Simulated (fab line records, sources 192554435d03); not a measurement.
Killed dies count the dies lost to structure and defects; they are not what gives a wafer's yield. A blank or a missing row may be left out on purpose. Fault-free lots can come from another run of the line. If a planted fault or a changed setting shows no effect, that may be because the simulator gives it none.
Which tool is to blame? | flow n5 finfet | 10 lots with 29 wafers sampled at 6 steps, on a route of 1938 steps

## WHAT EACH GAUGE READ, for each wafer
N5_SD_ACTIVATION_RS_MEAS_03: measurement is done with a four-point probe. Usual: RS_SD_N 22.0 ohm/sq, standard deviation 0.33; RS_SD_P 55.9 ohm/sq, standard deviation 0.95.
lot  | measured    | on            | RS_SD_N (ohm/sq) | RS_SD_P (ohm/sq) | flag
L435 | day 3 09:55 | film metro-02 | 22.3 22.4 22.1   | 56.3 56.9 55.9   |
L439 | day 4 09:08 | film metro-02 | 22.4 22.3 22.3   | 54.5 54.5 55.1   |
L440 | day 4 15:32 | film metro-01 | 21.7 21.5 21.9   | 56.7 55.5 55.9   |
L441 | day 4 22:29 | film metro-02 | 21.9 21.9 21.5   | 56.6 56.7 56.5   |
L443 | day 5 09:32 | film metro-02 | 21.8 22.0 22.0   | 56.2 55.0 55.1   |
L449 | day 6 21:58 | film metro-01 | 25.8 25.7 25.9   | 58.3 57.6 57.3   | OFF
L451 | day 7 09:42 | film metro-01 | 25.5 25.8 25.7   | 58.0 57.8 58.1   | OFF
L453 | day 7 21:55 | film metro-02 | 21.8 21.7 22.0   | 56.9 56.4 57.9   |
L455 | day 8 09:42 | film metro-01 | 22.2 22.4        | 55.2 56.1        |
L457 | day 9 01:10 | film metro-01 | 21.8 22.1 22.3   | 57.9 58.6 57.6   |

N5_SD_ACTIVATION_INSPECT_02: inspects for defects (darkfield). Usual: raw defect count reads 191 (standard deviation 36).
lot  | measured    | on                | raw defect count | flag
L435 | day 3 10:12 | defect inspect-01 | 201 169 183      |
L439 | day 4 09:26 | defect inspect-01 | 220 199 310      |
L440 | day 4 15:47 | defect inspect-02 | 122 167 176      |
L441 | day 4 22:47 | defect inspect-01 | 167 155 189      |
L443 | day 5 09:50 | defect inspect-01 | 219 207 177      |
L449 | day 6 22:17 | defect inspect-01 | 203 159 220      |
L451 | day 7 10:01 | defect inspect-02 | 184 162 181      |
L453 | day 7 22:14 | defect inspect-01 | 195 182 163      |
L455 | day 8 10:00 | defect inspect-02 | 161 193          |
L457 | day 9 01:29 | defect inspect-02 | 172 145 180      |

N5_BEOL_M4_RC_MEAS_101. Usual: DIBL_N 35.9 mV/V, standard deviation 1.7; DIBL_P 35.8 mV/V, standard deviation 2.2; IOFF_N 0.15 nA/um, standard deviation 0.03; IOFF_P 0.21 nA/um, standard deviation 0.036; ION_N 674 uA/um, standard deviation 12; ION_P 463 uA/um, standard deviation 7.2; RC_DENSE_N 19.1 ohm.um, standard deviation 0.43; RC_N 15.6 ohm.um, standard deviation 0.33; REXT_N 75.6 ohm.um, standard deviation 1.8; RS_SD_N 28.5 ohm/sq, standard deviation 0.4; SS_N 71.3 mV/dec, standard deviation 0.59; SS_P 73.1 mV/dec, standard deviation 0.69; VT_N 250 mV, standard deviation 3; VT_P -251 mV, standard deviation 3.2.
lot  | measured     | on        | DIBL_N (mV/V)  | DIBL_P (mV/V)  | IOFF_N (nA/um) | IOFF_P (nA/um) | ION_N (uA/um) | ION_P (uA/um) | RC_DENSE_N (ohm.um) | RC_N (ohm.um)  | REXT_N (ohm.um) | RS_SD_N (ohm/sq) | SS_N (mV/dec)  | SS_P (mV/dec)  | VT_N (mV)   | VT_P (mV)      | flag
L435 | day 7 16:35  | prober-02 | 35.6 35.3 33.9 | 36.5 36.0 34.0 | 0.14 0.14 0.12 | 0.22 0.20 0.17 | 673 678 674   | 468 464 462   | 19.6 18.8 19.2      | 15.9 15.2 15.6 | 76.9 75.5 75.4  | 29.0 28.9 28.8   | 72.2 71.1 71.0 | 74.0 73.4 73.0 | 250 250 253 | -248 -252 -252 |
L439 | day 8 18:11  | prober-01 | 36.8 36.7 36.3 | 37.1 36.6 36.3 | 0.17 0.16 0.17 | 0.23 0.22 0.22 | 676 678 682   | 469 469 472   | 19.0 18.9 18.6      | 15.5 15.5 15.2 | 78.0 77.2 76.6  | 28.9 29.0 29.0   | 71.6 71.8 71.7 | 73.7 73.8 73.7 | 250 252 249 | -248 -249 -249 |
L440 | day 8 18:22  | prober-02 | 34.0 36.1 35.6 | 33.5 35.7 35.3 | 0.12 0.16 0.13 | 0.19 0.22 0.20 | 662 679 662   | 460 470 464   | 19.8 18.9 19.1      | 15.9 15.3 15.6 | 73.9 73.2 74.0  | 28.2 28.1 28.2   | 70.9 70.9 70.7 | 72.6 72.7 72.9 | 253 248 252 | -251 -248 -249 |
L441 | day 9 18:02  | prober-02 | 36.5 37.8 38.6 | 36.2 37.1 38.2 | 0.16 0.18 0.20 | 0.21 0.23 0.25 | 676 693 684   | 465 464 471   | 18.9 18.9 18.9      | 15.5 15.2 15.5 | 76.2 75.5 74.7  | 28.6 28.4 27.8   | 71.3 71.6 72.5 | 72.6 72.4 73.0 | 249 246 246 | -251 -248 -247 |
L443 | day 10 13:59 | prober-01 | 35.7 35.9 35.3 | 37.4 36.5 37.5 | 0.15 0.14 0.15 | 0.20 0.21 0.22 | 675 675 685   | 467 467 474   | 18.2 18.6 18.7      | 15.0 15.1 15.2 | 76.8 76.3 77.4  | 27.9 28.1 28.1   | 71.2 71.5 71.3 | 73.1 73.0 72.5 | 250 254 249 | -252 -249 -252 |
L449 | day 11 15:00 | prober-02 | 33.9 38.7 34.8 | 34.2 39.6 34.5 | 0.11 0.18 0.12 | 0.15 0.23 0.15 | 654 662 650   | 453 453 452   | 21.0 21.5 21.9      | 16.9 17.6 17.8 | 87.2 86.5 86.5  | 33.1 32.6 32.7   | 70.5 72.0 71.2 | 73.3 74.7 72.7 | 256 249 253 | -254 -254 -258 | OFF
L451 | day 12 10:49 | prober-02 | 37.7 36.1 36.4 | 38.3 35.6 37.9 | 0.17 0.15 0.16 | 0.22 0.17 0.21 | 660 664 683   | 454 454 467   | 21.4 21.1 21.3      | 17.6 17.3 17.3 | 81.2 79.9 79.9  | 32.0 32.5 32.3   | 72.0 71.2 71.3 | 74.6 73.2 73.1 | 249 252 251 | -252 -254 -251 | OFF
L453 | day 12 15:37 | prober-02 | 36.7 35.7 37.8 | 33.2 32.5 34.5 | 0.15 0.14 0.17 | 0.19 0.18 0.21 | 676 680 683   | 463 466 467   | 19.2 19.4 19.2      | 15.6 15.8 15.7 | 75.7 75.2 75.3  | 28.5 28.4 28.7   | 71.3 71.3 71.7 | 72.7 72.5 73.6 | 250 250 248 | -251 -253 -251 |
L455 | day 13 05:05 | prober-02 | 37.1 35.7      | 36.8 35.6      | 0.17 0.15      | 0.25 0.22      | 679 677       | 472 464       | 18.9 19.0           | 15.4 15.4      | 76.0 74.8       | 28.9 29.0        | 71.1 71.6      | 73.1 73.1      | 249 249     | -246 -248      |
L457 | day 13 22:01 | prober-02 | 35.8 37.6 34.1 | 36.1 38.6 33.2 | 0.15 0.19 0.12 | 0.21 0.25 0.16 | 673 686 665   | 461 467 455   | 20.1 19.2 18.4      | 16.4 15.5 15.2 | 76.8 76.7 74.9  | 28.2 28.7 29.4   | 71.4 72.0 70.5 | 73.9 74.6 72.6 | 248 246 255 | -251 -249 -251 |

## WHICH TOOL RAN EACH LOT (tool, then ch and the chambers of the sampled wafers, then the start)
lot  | N5_SD_ACTIVATION_LSA_01           | N5_ILD0_ALD_15                   | N5_ILD0_CMP_12
L435 | laser anneal-02 ch 0, day 3 09:44 | ald sin-02 ch 0,1,3, day 3 13:56 | cmp-03 ch 0,2, day 3 16:10
L439 | laser anneal-01 ch 0, day 4 08:56 | ald sin-03 ch 0,1,2, day 4 13:22 | cmp-03 ch 0,1,3, day 4 15:38
L440 | laser anneal-02 ch 0, day 4 15:20 | ald sin-03 ch 1,2, day 4 19:32   | cmp-01 ch 1,2, day 4 21:46
L441 | laser anneal-01 ch 0, day 4 22:17 | ald sin-03 ch 0,1,2, day 5 02:53 | cmp-03 ch 0,2,3, day 5 05:10
L443 | laser anneal-01 ch 0, day 5 09:20 | ald sin-04 ch 2,3, day 5 13:34   | cmp-01 ch 2,3, day 5 15:46
L449 | laser anneal-01 ch 0, day 6 21:46 | ald sin-04 ch 0,1,3, day 7 02:03 | cmp-04 ch 0,1,2, day 7 04:15
L451 | laser anneal-01 ch 0, day 7 09:29 | ald sin-04 ch 2,3, day 7 14:11   | cmp-01 ch 0,1,3, day 7 16:23
L453 | laser anneal-02 ch 0, day 7 21:43 | ald sin-02 ch 1,2,3, day 8 02:01 | cmp-03 ch 0,1, day 8 04:13
L455 | laser anneal-02 ch 0, day 8 09:29 | ald sin-02 ch 3, day 8 15:37     | cmp-04 ch 2,3, day 8 17:49
L457 | laser anneal-02 ch 0, day 9 00:58 | ald sin-04 ch 0,2,3, day 9 05:35 | cmp-04 ch 0,1,2, day 9 07:47
- N5_SD_ACTIVATION_LSA_01: time 0.0008 s.
- N5_ILD0_ALD_15: deposits SiNx, target thk 24 nm, pulse time 1 s, ald cycles 480.
- N5_ILD0_CMP_12: polishes SiNx, stops on poly-Si, t overpolish 6 s, target thk 17.67 nm.

## WHAT THE TOOLS THEMSELVES READ (means of the sampled wafers that have a number; where no wafer has one, the mark that the record gives instead)
N5_SD_ACTIVATION_LSA_01. Usual: wafer_temp_C_max reads 1085.2 (standard deviation 1.2).
lot  | tool            | wafer_temp_C_max | flag
L435 | laser anneal-02 | 1086.1           |
L439 | laser anneal-01 | 1083.8           |
L440 | laser anneal-02 | 1086.3           |
L441 | laser anneal-01 | 1084.1           |
L443 | laser anneal-01 | 1085.5           |
L449 | laser anneal-01 | 1056.3           | OFF
L451 | laser anneal-01 | 1055.8           | OFF
L453 | laser anneal-02 | 1085.5           |
L455 | laser anneal-02 | 1085.3           |
L457 | laser anneal-02 | 1085.7           |

N5_ILD0_ALD_15. Usual: heater power w 857 W, standard deviation 94; precursor pulse height rel 0.999, standard deviation 0.019.
lot  | tool       | heater power w (W) | precursor pulse height rel | flag
L435 | ald sin-02 | 930                | 0.994                      |
L439 | ald sin-03 | 843                | 0.995                      |
L440 | ald sin-03 | 888                | 1.019                      |
L441 | ald sin-03 | 837                | 0.989                      |
L443 | ald sin-04 | 771                | 0.999                      |
L449 | ald sin-04 | 867                | 0.991                      |
L451 | ald sin-04 | 792                | 0.989                      |
L453 | ald sin-02 | 858                | 0.992                      |
L455 | ald sin-02 | 872                | 0.999                      |
L457 | ald sin-04 | 880                | 1.008                      |

N5_ILD0_CMP_12. Usual: motor current A 9.2 A, standard deviation 1.1; overpolish run s 5.999 s, standard deviation 0.0092; platen rpm 51.80 rpm, standard deviation 0.037; time to endpoint s 29.3 s, standard deviation 2.4.
lot  | tool   | motor current A (A) | overpolish run s (s) | platen rpm (rpm) | time to endpoint s (s) | flag
L435 | cmp-03 | 9.5                 | 6.005                | 51.75            | 33.2                   |
L439 | cmp-03 | 8.9                 | 5.997                | 51.80            | 29.3                   |
L440 | cmp-01 | 9.0                 | 6.003                | 51.82            | 31.1                   |
L441 | cmp-03 | 9.0                 | 5.995                | 51.77            | 33.3                   |
L443 | cmp-01 | 9.5                 | 5.997                | 51.82            | 28.8                   |
L449 | cmp-04 | 8.9                 | 5.996                | 51.78            | 30.1                   |
L451 | cmp-01 | 8.6                 | 5.993                | 51.79            | 29.4                   |
L453 | cmp-03 | 10.0                | 6.008                | 51.77            | 27.3                   |
L455 | cmp-04 | 9.9                 | 6.012                | 51.78            | 25.5                   |
L457 | cmp-04 | 9.2                 | 6.004                | 51.85            | 29.1                   |

## THE ANSWER, worked out from the rows above alone
Rule: a lot is off if the mean of its wafers that have a number lies more than 3 standard deviations from the usual mean. Also off: a lot with no number at a reading for which 4 or more lots have one. The other lots that the step has rows for count as sound. Order of review: gauges by route order, followed by the tools' own readings, for which a lot's mean as printed above is used. The first step at which some lot is off is used, and at that step the reading that is off furthest; a lot without a number counts as furthest.
Off: L449, L451, at N5_SD_ACTIVATION_RS_MEAS_03 (RS_SD_N).
If a tool, at a process step before that reading, ran all the lots that are off and no sound lot after the first of them, it fits. The gauges at N5_SD_ACTIVATION_RS_MEAS_03 aren't tried: what is off there is off at N5_BEOL_M4_RC_MEAS_101 too, on other tools, and a gauge's error can't cause that. One candidate fits, namely laser anneal-01 at N5_SD_ACTIVATION_LSA_01. A fault onset in the window from L443 (day 5 09:20, its last sound lot) to L449 (day 6 21:46, its first lot off) fits.
On the lots that are off, the tool's own readings at N5_SD_ACTIVATION_LSA_01 differ by more than 5 times the standard deviation of the sound lots' means, which bears it out; wafer_temp_C_max reads 1056.0 there versus 1085.3 on the sound lots.

## WHAT WAS PUT IN BY THE SIMULATOR
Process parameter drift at N5_SD_ACTIVATION_LSA_01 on laser anneal-01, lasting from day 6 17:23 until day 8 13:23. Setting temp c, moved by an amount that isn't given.
Lots struck among those shown: L449, L451. Same finding as the rule above.
